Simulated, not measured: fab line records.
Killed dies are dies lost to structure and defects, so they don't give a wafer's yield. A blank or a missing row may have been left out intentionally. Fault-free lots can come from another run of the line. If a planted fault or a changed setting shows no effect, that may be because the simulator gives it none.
A lot that was struck, set against a sound lot || flow nandHarc || 15 out of 1302 route steps
Sound: the wafers L893.1, L893.2, L893.5. Struck: wafer L899.4. (L899.1, L899.2 of the same lot were not struck and are left out.) The cause comes at the end.
Per side, at each step with rows, come the tool, then ch with its chambers, and then its first start. Under that, the readings that differ: sound wafers || struck wafers || difference of the means || sigmas: that difference in standard deviations of wafers without a fault.
alike: words and numbers the same on both sides, and readings whose means are apart by under 2 such deviations; not compared: readings that were withheld, readings missing a value for some wafer, numbers with overlapping values and no deviation given by the record, and bounds like >300 which may hide the same value.
The two part at a step that has a row with sigmas, a row that says differs or no value, or rows on one side only. When numbers do not overlap yet have no deviation, they are printed without sigmas and do not part them. A reading missing from all wafers of one side parts the sides only when that side holds two or more wafers.

first, 2 steps without rows for these wafers: NHARC_A_DECK1_JOINT_ANNEAL_28 (time 1800 s); NHARC_A_DECK1_JOINT_ANNEAL_29 (time 1800 s).
NHARC_A_DECK1_JOINT_CMP_02: polishes SiOx.
  sound on cmp-03 ch 0,3, day 12 16:05; struck on cmp-03 ch 2, day 15 05:25
  alike: motorCurrentA, slurryFlowMlMin
following that, these wafers have no rows for 1 step: NHARC_A_DECK1_JOINT_SRD_15.
NHARC_A_DECK1_JOINT_DEP_16: deposits SiO2, target thk 45 nm.
  sound on pecvd-03 ch 1,2, day 12 16:41; struck on pecvd-01 ch 2, day 15 05:50
  alike: heaterPowerW, showerheadVppV, throttleValvePct
NHARC_A_DECK1_JOINT_THK_MEAS_17: measures by ellipsometry.
  struck on filmMetro-02, day 15 06:05; sound on filmMetro-01, day 12 16:58
  alike: thkNm
NHARC_A_DECK1_JOINT_INSPECT_05:
  struck on defectInspect-01, day 15 06:08; sound on defectInspect-01, day 12 17:00
{"reading": "rawDefectCount", "sound": "369 374 833", "struck": 170, "difference": -355, "sigmas": -2}
then, 1 step without rows for these wafers: NHARC_A_ONON_D2_DEP_00 (target thk 1000 nm).
NHARC_A_ONON_D2_THK_MEAS_02: measures by ellipsometry.
  struck on filmMetro-02, day 15 06:43; sound on filmMetro-02, day 12 17:49
  alike: thkNm
then, 1 step without rows for these wafers: NHARC_A_ONON_D2_DEP_03 (target thk 1000 nm).
NHARC_A_ONON_D2_THK_MEAS_05: measures by ellipsometry.
  struck on filmMetro-02, day 15 07:16; sound on filmMetro-01, day 12 18:23
  alike: thkNm
NHARC_A_ONON_D2_DEP_06: target thk 1000 nm.
  sound on pecvdOnon-04 ch 0, day 12 18:27; struck on pecvdOnon-01 ch 0, day 15 07:20
NHARC_A_ONON_D2_THK_MEAS_08: measures by ellipsometry.
  struck on filmMetro-02, day 15 07:50; sound on filmMetro-02, day 12 18:58
{"reading": "thkNm (nm)", "sound": "1001 998 1002", "struck": 1687, "difference": "+687", "sigmas": "+70"}
then, 1 step without rows for these wafers: NHARC_A_ONON_D2_DEP_09 (target thk 1000 nm).
-- jump in the record: it breaks off in module A_ONON_D2 and resumes in module END (first step shown: number 1302 of the route), and 12 days separate the struck wafers' starts before and after --
NHARC_END_SORT_01:
  here the record holds rows for the struck wafers (prober-02 ch 0, day 27 11:37) but none for the sound ones

WHERE THEY PART
Last at NHARC_END_SORT_01 as far as this record goes, first at NHARC_A_DECK1_JOINT_INSPECT_05.

WHY: the cause the simulator had injected
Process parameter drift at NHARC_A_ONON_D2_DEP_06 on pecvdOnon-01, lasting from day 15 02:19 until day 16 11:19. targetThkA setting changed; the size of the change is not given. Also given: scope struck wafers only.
